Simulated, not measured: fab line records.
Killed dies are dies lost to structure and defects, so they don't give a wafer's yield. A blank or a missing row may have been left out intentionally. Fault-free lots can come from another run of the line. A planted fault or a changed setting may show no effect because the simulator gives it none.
Comparing a struck lot with a sound one | flow n5_finfet | 27 out of 1938 route steps
Sound: the wafers L668.1, L668.2, L668.4. Struck: wafers L678.1, L678.4, L678.6. At the end, the cause is stated.
For every step that has rows: the tool of each side, followed by ch and its chambers, followed by its first start. Under that, the readings that differ: sound wafers | struck wafers | difference of the means | sigmas: that difference in standard deviations of wafers without a fault.
alike: same words and numbers on both sides, and readings whose means sit less than 2 such deviations apart. not compared: any withheld reading, any reading some wafer has no value for, any bound like >300 that may hide the same value, and any number with overlapping values for which the record gives no deviation.
The two part at a step that has a row with sigmas, a row that says differs or no value, or rows on one side only. When numbers do not overlap yet have no deviation, they are printed without sigmas and do not part them. Lack of a reading on every wafer of one side parts them only where that side has two or more wafers.

first, 10 steps without rows for these wafers: N5_BEOL_M1_DESCUM_16 (chemistry O2, time 7 s); N5_BEOL_M1_ETCH_74 (etches underlayer in N2/H2, target depth 6.5 nm, time 5.2 s); N5_BEOL_M1_ETCH_63 (etches SiARC in CF4, target depth 15.6 nm, time 26 s); N5_BEOL_M1_ETCH_64 (etches SOC in N2/H2, target depth 75 nm, overetch 15 nm, time 112.5 s); N5_BEOL_M1_STRIP_65 (strips in N2/H2); N5_BEOL_M1_STRIP_75 (strips in N2/H2); N5_BEOL_M1_STRIP_66 (strips in CF4); N5_BEOL_M1_HM_OPEN_17 (chemistry Cl2/BCl3, target TiN, target depth 20 nm, overetch 6 nm); N5_BEOL_M1_STRIP_19 (strips in O2); N5_BEOL_M1_COAT_67 (time 60 s, resist thk 60 nm).
N5_BEOL_M1_COAT_68: time 60 s, resist thk 12 nm.
  sound on litho_track-02 ch 0, day 7 00:04; struck on litho_track-02 ch 0, day 8 21:34
  reading                                    | sound                | struck               | difference | sigmas
  spin_speed_rpm (rpm)                       | 1501.9 1500.3 1498.0 | 1596.9 1596.4 1595.7 | +96.3      | +99 or more
  model.SiARC_of_BEOL_M1_COAT_68.thk_nm (nm) | 12 12 12             | 11.6 11.6 11.6       | -0.4       |
  alike: chill_plate_temp_C, heater_power_total_W
then, 9 steps without rows for these wafers: N5_BEOL_M1_COAT_76 (time 60 s, resist thk 5 nm); N5_BEOL_M1_COAT_22 (resist thk 30 nm); N5_BEOL_M1_EBR_24; N5_BEOL_M1_SOFTBAKE_23 (time 60 s); N5_BEOL_M1_EXPOSE_25 (exposes mask V0, defocus 5 nm, target cd 24 nm); N5_BEOL_M1_PEB_26 (peb time 60 s); N5_BEOL_M1_DEVELOP_27 (develop time 30 s); N5_BEOL_M1_DESCUM_33 (chemistry O2, time 7 s); N5_BEOL_M1_ETCH_77 (etches underlayer in N2/H2, target depth 6.5 nm, time 5.2 s).
N5_BEOL_M1_ETCH_69: etches SiARC in CF4, target depth 15.6 nm, time 26 s.
  sound on rie_diel-05 ch 0,1,2, day 7 00:31; struck on rie_diel-04 ch 0,3, day 8 22:06
  reading                  | sound             | struck            | difference | sigmas
  etch_rf_on_time_s (s)    | 27.4 26.2 25.7    | 25.3 25.2 25.0    | -1.3       | -2
  model.etch.depth_nm (nm) | 11.98 12.04 12.01 | 11.59 11.64 11.63 | -0.39      |
  alike: cf4_flow_sccm, chamber_pressure_mTorr, drypump_motor_current_A, oes_product_au, rf_vpp_V, showerhead_plenum_p_Torr, throttle_valve_pct
  not compared: rf_hours_counter_h, model.CAR-EUV_of_BEOL_M1_COAT_22.thk_nm
then, 1 step without rows for these wafers: N5_BEOL_M1_ALD_98 (deposits SiO2, target thk 2.5 nm, pulse time 1 s, co reactant pulse time 1 s).
N5_BEOL_M1_ETCHBACK_99: etches SiO2 in CHF3, target depth 5 nm, time 10.4 s.
  sound on rie_diel-04 ch 2,3, day 7 02:53; struck on rie_diel-02 ch 1,2, day 9 06:49
  reading                                      | sound          | struck         | difference | sigmas
  model.CAR-EUV_of_BEOL_M1_COAT_22.thk_nm (nm) | 10.4 10.4 10.4 | 10.6 10.6 10.6 | +0.2       |
  alike: chamber_pressure_mTorr, drypump_motor_current_A, oes_product_au, rf_vpp_V, showerhead_plenum_p_Torr, throttle_valve_pct
  not compared: rf_hours_counter_h
N5_BEOL_M1_ETCH_70: etches SOC in N2/H2, target depth 80 nm, overetch 16 nm, time 120 s.
  sound on rie_diel-04 ch 2,3, day 7 02:56; struck on rie_diel-02 ch 1,2, day 9 06:52
  reading                                    | sound       | struck    | difference | sigmas
  model.SiARC_of_BEOL_M1_COAT_68.thk_nm (nm) | 6.4 6.2 6.2 | 6 5.6 5.6 | -1         |
  alike: chamber_pressure_mTorr, drypump_motor_current_A, h2_flow_sccm, oes_product_au, rf_vpp_V, showerhead_plenum_p_Torr, temp_c, throttle_valve_pct
  not compared: rf_hours_counter_h
then, 1 step without rows for these wafers: N5_BEOL_M1_STRIP_71 (strips in N2/H2).
-- record jumps: 2 days separate the struck wafers' starts on either side; left off in module BEOL_M1, taken up again in module BEOL_M4, whose first shown step is the route's number 1111 --
N5_BEOL_M4_RC_MEAS_101:
  sound on prober-02 ch 0, day 8 20:29; struck on prober-02 ch 0, day 11 11:38
  alike: DIBL_N, DIBL_P, IOFF_N, IOFF_P, ION_N, ION_P, SS_N, SS_P, VT_N, VT_P
-- the record jumps here: 4 days lie between the struck wafers' starts before and after (it left off in module BEOL_M4 and takes up again in module PASSIVATION, whose first step shown is number 1936 of the route) --
N5_PASSIVATION_PROBE_49:
  rows exist in the record for the struck wafers here (prober-01, day 15 20:23), but not for the sound ones

== WHERE THEY PART ==
Earliest at N5_BEOL_M1_COAT_68; latest, in this record, at N5_PASSIVATION_PROBE_49.

WHY: what the simulator had put in
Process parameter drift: litho_track-02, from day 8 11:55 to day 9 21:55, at N5_BEOL_M1_COAT_68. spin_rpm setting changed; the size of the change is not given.
